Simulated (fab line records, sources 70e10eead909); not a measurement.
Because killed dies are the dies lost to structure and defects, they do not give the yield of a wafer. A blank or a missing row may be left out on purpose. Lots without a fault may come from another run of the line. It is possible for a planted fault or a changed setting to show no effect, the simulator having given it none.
Matching of chambers ; flow nand harc ; rie diel-03 running NHARC_A_CONTACT_ETCH_48: 4 sister chambers
The step etches the open film in CF4, target depth 39 nm, time 65 s. 8 wafers are shown with their chamber, then 7 later ones without.

== EACH WAFER AND ITS CHAMBER ==
wafer;chamber;drypump motor current A (A);showerhead plenum p Torr (Torr)
L464.1;2;5.7;1.87
L464.2;3;5.3;1.64
L464.6;1;6.4;1.66
L463.1;0;5.5;1.77
L463.3;2;5.7;1.87
L463.6;1;6.4;1.66
L466.2;0;5.6;1.77
L466.3;3;5.2;1.91

== WAFERS WHOSE CHAMBER IS MISSING ==
wafer;drypump motor current A (A);showerhead plenum p Torr (Torr)
L466.4;5.7;1.87
L465.1;6.4;1.66
L465.3;5.7;1.87
L465.4;5.3;1.91
L469.2;5.7;1.86
L469.3;6.4;1.66
L469.4;5.3;1.91

== THE CHAMBER EACH PASSED THROUGH ==
wafer;from the rows above;in truth
L466.4;2;2
L465.1;1;1
L465.3;2;2
L465.4;3;3
L469.2;2;2
L469.3;1;1
L469.4;3;3
7 of 7 placed correctly. From these rows, 0 cannot be placed. Wrongly placed: 0.
How it was worked out, from the rows above alone: a wafer's distance from a chamber is the root of the sum, over the readings, of the square of ((its reading less the chamber's mean) divided by the reading's scatter). If the next closest chamber is less than 2 further off than the closest, the wafer can't be placed; otherwise it belongs to the closest. Each chamber's mean is taken over the wafers shown for it. How the scatter is found: for the shown wafers, subtract from each reading the mean of its chamber, square and add these, divide the total by (wafers less chambers), then take the root.
